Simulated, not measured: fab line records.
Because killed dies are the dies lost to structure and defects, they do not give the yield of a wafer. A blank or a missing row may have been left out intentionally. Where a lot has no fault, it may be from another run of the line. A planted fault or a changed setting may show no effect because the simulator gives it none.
Which tool did it? | flow n5 finfet | 27 wafers from 9 lots sampled at 6 of the route's 1938 steps

## WHAT EACH GAUGE READ, for each wafer
N5_BEOL_M2_INSPECT_13: inspects for defects (brightfield).
lot  | measured     | on                | raw defect count
L581 | day 7 02:52  | defect inspect-02 | 262 347 353
L584 | day 7 17:34  | defect inspect-01 | 389 360 375
L588 | day 8 13:24  | defect inspect-01 | 428 442 253
L590 | day 9 17:29  | defect inspect-01 | 290 241 242
L591 | day 9 19:39  | defect inspect-01 | 321 372 321
L596 | day 10 13:35 | defect inspect-02 | 407 363 388
L598 | day 11 09:50 | defect inspect-02 | 400 356 312
L600 | day 12 03:47 | defect inspect-02 | 1494 1437 1351
L601 | day 12 04:04 | defect inspect-01 | 1219 1343 1248

N5_BEOL_M4_RC_MEAS_101.
lot  | measured     | on        | DIBL_N (mV/V)  | DIBL_P (mV/V)  | IOFF_N (nA/um) | IOFF_P (nA/um) | ION_N (uA/um) | ION_P (uA/um) | SS_N (mV/dec)  | SS_P (mV/dec)  | VT_N (mV)   | VT_P (mV)
L581 | day 8 21:15  | prober-02 | 34.6 33.6 33.5 | 36.4 35.3 35.5 | 0.13 0.13 0.13 | 0.19 0.17 0.18 | 652 660 652   | 449 452 447   | 71.9 71.7 72.0 | 73.2 73.2 73.0 | 254 253 254 | -252 -253 -255
L584 | day 9 23:35  | prober-01 | 37.4 38.0 38.5 | 38.6 39.2 39.4 | 0.19 0.19 0.20 | 0.24 0.25 0.24 | 694 670 678   | 470 454 457   | 72.2 72.3 72.9 | 73.8 73.3 74.5 | 249 250 249 | -247 -252 -251
L588 | day 10 06:41 | prober-01 | 34.1 36.0 37.1 | 32.0 35.3 37.1 | 0.11 0.13 0.15 | 0.14 0.16 0.20 | 661 658 654   | 453 450 455   | 70.8 71.4 72.1 | 72.9 73.9 74.2 | 259 255 251 | -259 -258 -254
L590 | day 11 04:19 | prober-02 | 35.8 38.2 35.3 | 35.0 37.5 33.7 | 0.13 0.17 0.13 | 0.19 0.22 0.18 | 662 672 662   | 459 463 464   | 71.5 72.1 71.2 | 73.2 73.5 72.7 | 253 249 252 | -253 -247 -252
L591 | day 11 11:53 | prober-02 | 36.6 38.0 30.6 | 36.2 37.7 28.6 | 0.16 0.18 0.08 | 0.21 0.22 0.11 | 666 680 656   | 452 460 446   | 71.6 71.9 70.4 | 73.5 74.1 71.3 | 252 249 259 | -250 -253 -260
L596 | day 12 07:01 | prober-02 | 37.8 34.2 38.7 | 37.9 32.6 38.6 | 0.20 0.12 0.23 | 0.22 0.15 0.25 | 691 660 700   | 461 448 463   | 71.4 71.2 72.4 | 74.0 72.5 74.3 | 245 254 243 | -252 -254 -251
L598 | day 12 21:49 | prober-01 | 35.9 34.4 36.0 | 37.7 35.8 37.3 | 0.18 0.14 0.18 | 0.26 0.22 0.24 | 676 655 677   | 469 460 469   | 71.0 70.9 72.3 | 73.7 73.8 73.8 | 248 255 248 | -244 -248 -247
L600 | day 13 18:57 | prober-02 | 36.2 33.7 39.4 | 37.6 33.4 39.8 | 0.16 0.11 0.22 | 0.25 0.17 0.28 | 674 657 694   | 477 453 471   | 71.6 71.6 73.2 | 73.7 72.2 73.9 | 250 256 243 | -247 -254 -246
L601 | day 13 21:25 | prober-01 | 36.4 39.7 34.3 | 36.3 40.5 32.5 | 0.17 0.26 0.13 | 0.25 0.34 0.18 | 678 698 672   | 473 475 460   | 72.1 72.2 70.5 | 73.6 74.3 72.5 | 251 242 251 | -248 -244 -249

## WHAT TOOL EACH LOT RAN ON (gives the tool, then ch and the chambers of the sampled wafers, and finally the start)
lot  | N5_BEOL_M1_SPUTTER_96        | N5_BEOL_M2_PECVD_72             | N5_BEOL_M2_HM_DEP_02         | N5_BEOL_M2_STRIP_66
L581 | pvd sputter-02, day 7 00:44  | pecvd-04 ch 0,2, day 7 01:58    | pvd sputter-02, day 7 02:23  | rie diel-02 ch 0,1, day 7 03:07
L584 | pvd sputter-02, day 7 12:52  | pecvd-04 ch 0,2, day 7 14:05    | pvd sputter-03, day 7 17:04  | rie diel-05 ch 2,3, day 7 17:49
L588 | pvd sputter-01, day 8 10:38  | pecvd-01 ch 0,1, day 8 11:50    | pvd sputter-01, day 8 12:44  | rie diel-05 ch 0,2, day 8 13:39
L590 | pvd sputter-03, day 9 14:53  | pecvd-04 ch 0,1, day 9 16:07    | pvd sputter-01, day 9 17:01  | rie diel-05 ch 1,2,3, day 9 18:11
L591 | pvd sputter-03, day 9 16:44  | pecvd-01 ch 0,1,2, day 9 18:07  | pvd sputter-02, day 9 19:02  | rie diel-05 ch 0,1,2, day 9 20:32
L596 | pvd sputter-03, day 10 08:34 | pecvd-04 ch 0,1, day 10 09:48   | pvd sputter-01, day 10 13:05 | rie diel-02 ch 1,3, day 10 13:56
L598 | pvd sputter-03, day 11 06:31 | pecvd-04 ch 0,1,2, day 11 07:46 | pvd sputter-02, day 11 09:20 | rie diel-05 ch 0,1,2, day 11 10:04
L600 | pvd sputter-03, day 12 01:13 | pecvd-01 ch 0,1, day 12 02:30   | pvd sputter-01, day 12 03:10 | rie diel-01 ch 0,2,3, day 12 04:35
L601 | pvd sputter-01, day 12 01:29 | pecvd-01 ch 0,2, day 12 02:52   | pvd sputter-01, day 12 03:27 | rie diel-02 ch 0,1,2, day 12 04:40
- N5_BEOL_M1_SPUTTER_96: material Cu, target thk 4.5 nm, time 8.29 s.
- N5_BEOL_M2_PECVD_72: deposits SiO2 from TEOS/O2, target thk 16 nm, time 18 s.
- N5_BEOL_M2_HM_DEP_02: deposits TiN, target thk 20 nm.
- N5_BEOL_M2_STRIP_66: strips in CF4.

## WHAT THE TOOLS THEMSELVES READ (means of the sampled wafers that have a number; where no wafer has one, the mark that the record gives instead)
N5_BEOL_M1_SPUTTER_96.
lot  | tool           | throttle valve pct (%)
L581 | pvd sputter-02 | 30.0
L584 | pvd sputter-02 | 30.2
L588 | pvd sputter-01 | 30.1
L590 | pvd sputter-03 | 30.2
L591 | pvd sputter-03 | 30.3
L596 | pvd sputter-03 | 29.4
L598 | pvd sputter-03 | 29.5
L600 | pvd sputter-03 | 29.5
L601 | pvd sputter-01 | 28.5

N5_BEOL_M2_PECVD_72.
lot  | tool     | heater power w (W) | showerhead plenum p Torr (Torr) | throttle valve pct (%)
L581 | pecvd-04 | 783                | 8.70                            | 23.0
L584 | pecvd-04 | 728                | 8.73                            | 22.6
L588 | pecvd-01 | 666                | 8.80                            | 22.3
L590 | pecvd-04 | 653                | 8.77                            | 22.4
L591 | pecvd-01 | 700                | 8.79                            | 22.6
L596 | pecvd-04 | 662                | 8.77                            | 22.5
L598 | pecvd-04 | 686                | 8.73                            | 22.3
L600 | pecvd-01 | 813                | 8.77                            | 22.2
L601 | pecvd-01 | 740                | 8.75                            | 22.9

N5_BEOL_M2_HM_DEP_02.
lot  | tool           | throttle valve pct (%)
L581 | pvd sputter-02 | 30.3
L584 | pvd sputter-03 | 28.7
L588 | pvd sputter-01 | 29.7
L590 | pvd sputter-01 | 29.3
L591 | pvd sputter-02 | 30.0
L596 | pvd sputter-01 | 29.1
L598 | pvd sputter-02 | 30.1
L600 | pvd sputter-01 | 29.7
L601 | pvd sputter-01 | 29.4

N5_BEOL_M2_STRIP_66.
lot  | tool        | drypump motor current A (A) | oes product au (a.u.) | rf vpp V (V) | showerhead plenum p Torr (Torr) | throttle valve pct (%)
L581 | rie diel-02 | 5.5                         | 0.74                  | 270.4        | 1.77                            | 13.77
L584 | rie diel-05 | 5.7                         | 0.70                  | 271.7        | 1.82                            | 13.69
L588 | rie diel-05 | 6.2                         | 0.74                  | 269.5        | 1.76                            | 13.77
L590 | rie diel-05 | 5.4                         | 0.69                  | 271.4        | 1.82                            | 13.78
L591 | rie diel-05 | 5.7                         | 0.71                  | 271.0        | 1.78                            | 13.83
L596 | rie diel-02 | 5.9                         | 0.77                  | 270.0        | 1.72                            | 13.54
L598 | rie diel-05 | 5.6                         | 0.70                  | 270.6        | 1.78                            | 13.87
L600 | rie diel-01 | 5.9                         | 0.79                  | 272.1        | 1.84                            | 13.74
L601 | rie diel-02 | 5.6                         | 0.73                  | 270.9        | 1.77                            | 13.78

## THE ANSWER, worked out from the rows above alone
Rule: the lots themselves supply what counts as usual. The widest of any qualifying gaps counts: lots, ordered by their means at a reading, are off when they make up no more than a third of the lots, leave a main group of 4 or more, and stand apart from it by 3 or more times the standard deviation of that group's means. The tables above print the reading to a certain number of digits; a main group whose means all agree to those digits is not used. A lot without any number at a reading at which 4 lots or more have one is off too. Where the step has rows for the other lots, those lots are counted as sound. First the gauges in route order, then the tools' own readings, where a lot's mean is used as printed above. The first step at which some lot is off is used, and at that step the reading that is off furthest; a lot without a number counts as furthest.
Off: L600, L601 (N5_BEOL_M2_INSPECT_13, raw defect count). The main group: mean 344, standard deviation 41.
A tool fits if, at a process step before that reading, it ran every lot that is off, and no sound lot after the first of them. The gauges at N5_BEOL_M2_INSPECT_13 are tried like those tools. This does not decide it: 2 tools fit, namely pecvd-01 at N5_BEOL_M2_PECVD_72 and pvd sputter-01 at N5_BEOL_M2_HM_DEP_02.

## WHAT HAD BEEN PUT IN BY THE SIMULATOR
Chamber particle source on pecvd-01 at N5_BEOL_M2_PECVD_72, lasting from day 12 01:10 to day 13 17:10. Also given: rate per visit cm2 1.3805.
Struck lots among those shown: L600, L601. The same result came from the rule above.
